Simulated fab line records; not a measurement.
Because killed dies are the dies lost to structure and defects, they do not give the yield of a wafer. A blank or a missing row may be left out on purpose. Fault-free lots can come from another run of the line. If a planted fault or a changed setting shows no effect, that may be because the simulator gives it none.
Problem report in the 8D (eight disciplines) form, filled by code | flow nand harc | the parts of the form that need people (team, actions taken, sign-off) are left out

== 1. WHAT WENT WRONG ==
A mean of 322.86 W is read at NHARC_P_GATE_SOFTBAKE_21 for heater power total W, taken on 1 wafer of 1 lot, against 188.47 W (standard deviation 0.14) on wafers free of any fault. That is +99 or more standard deviations from the usual mean.
The step: time 55 s.
Seen first at day 9 10:00 on litho track-01, wafer L229.1. The record has a number at this step for 36 wafers belonging to 12 lots. The rule behind "out" and "out of limits": a value lying over 4 standard deviations away from the usual mean. The rest of the wafers with a number are treated as sound.

== 2. WHAT IT IS, AND WHAT IT ISN'T ==
question                    | is                   | is not
which readings at this step | heater power total W | -
which lots                  | L229                 | L212, L213, L214, L216, L217, L218, L219, L220, L221, L222, L227
which wafers of those lots  | L229.1               | L229.3, L229.6
read on which tools         | litho track-01       | litho track-04, litho track-06
when                        | from day 9 10:00     | up to then (35 sound wafers)

== 3. WHAT RULES OUT EACH SUSPECT ==
Counting: a tool at a process step up to the reading stays a suspect if it ran every lot that is out. Sound lots after the first of them don't rule it out here, since some wafers of a struck lot are sound.
- rie si-03 at NHARC_P_ZERO_WELL_ETCH_63 (etches the open film in HBr/Cl2, target depth 120 nm, time 40.1 s): kept. It processed L229, the lot that is out, at day 6 13:56, and its most recent sound lot before then was L227 at day 6 01:35.
- pecvd-03 at NHARC_P_GATE_DEP_103 (deposits SiON, target thk 30 nm): kept. It processed L229, the lot that is out, at day 9 10:10, and its most recent sound lot before then was L212 at day 5 10:41.
- litho track-01 at NHARC_P_GATE_SOFTBAKE_21 (time 55 s): kept. It processed L229, the lot that is out, at day 9 10:00, and its most recent sound lot before then was L227 at day 9 02:00. Out on those wafers are its own readings of heater power total W.
- At NHARC_P_ZERO_WELL_ETCH_63 on rie si-03, chamber 2 took the sound wafers of the same lots and chamber 3 took the wafers that are out.
- At NHARC_P_GATE_DEP_103 on pecvd-03, chamber 2 took the sound wafers of the same lots and chamber 1 took the wafers that are out.
Still standing after the count: rie si-03 at NHARC_P_ZERO_WELL_ETCH_63, pecvd-03 at NHARC_P_GATE_DEP_103, litho track-01 at NHARC_P_GATE_SOFTBAKE_21.

== 4. THE CAUSE (what the simulator had put in) ==
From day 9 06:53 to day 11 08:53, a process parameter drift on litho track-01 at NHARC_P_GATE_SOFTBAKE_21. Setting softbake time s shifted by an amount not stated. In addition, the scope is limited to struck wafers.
3 suspects survive the count, and this tool is in that group.

== 5. SEQUENCE OF EFFECTS, ordered by route ==
One row per reading whose mean, taken over the struck wafers that have a number, lies over 3 standard deviations from the usual. Only readings whose record carries a usual standard deviation are examined. hours: median over the lots of the time between each lot's start at the first step of this table that gives one and its start at this step. sigmas: the change, counted in usual standard deviations.
hours | step                     | reading              | usual    | on struck wafers | change  | sigmas
0     | NHARC_P_GATE_SOFTBAKE_21 | heater power total W | 188.47 W | 322.86           | +134.39 | +99 or more
Process steps it contains:
- NHARC_P_GATE_SOFTBAKE_21: time 55 s.
Readings that are blank on the struck wafers while sound wafers have them: plate temp C at NHARC_P_GATE_SOFTBAKE_21.

== 6. WHAT WOULD HAVE CAUGHT IT SOONER ==
In this record no reading fell out of limits until day 9 10:00, 3 hours after the fault had begun at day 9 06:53.
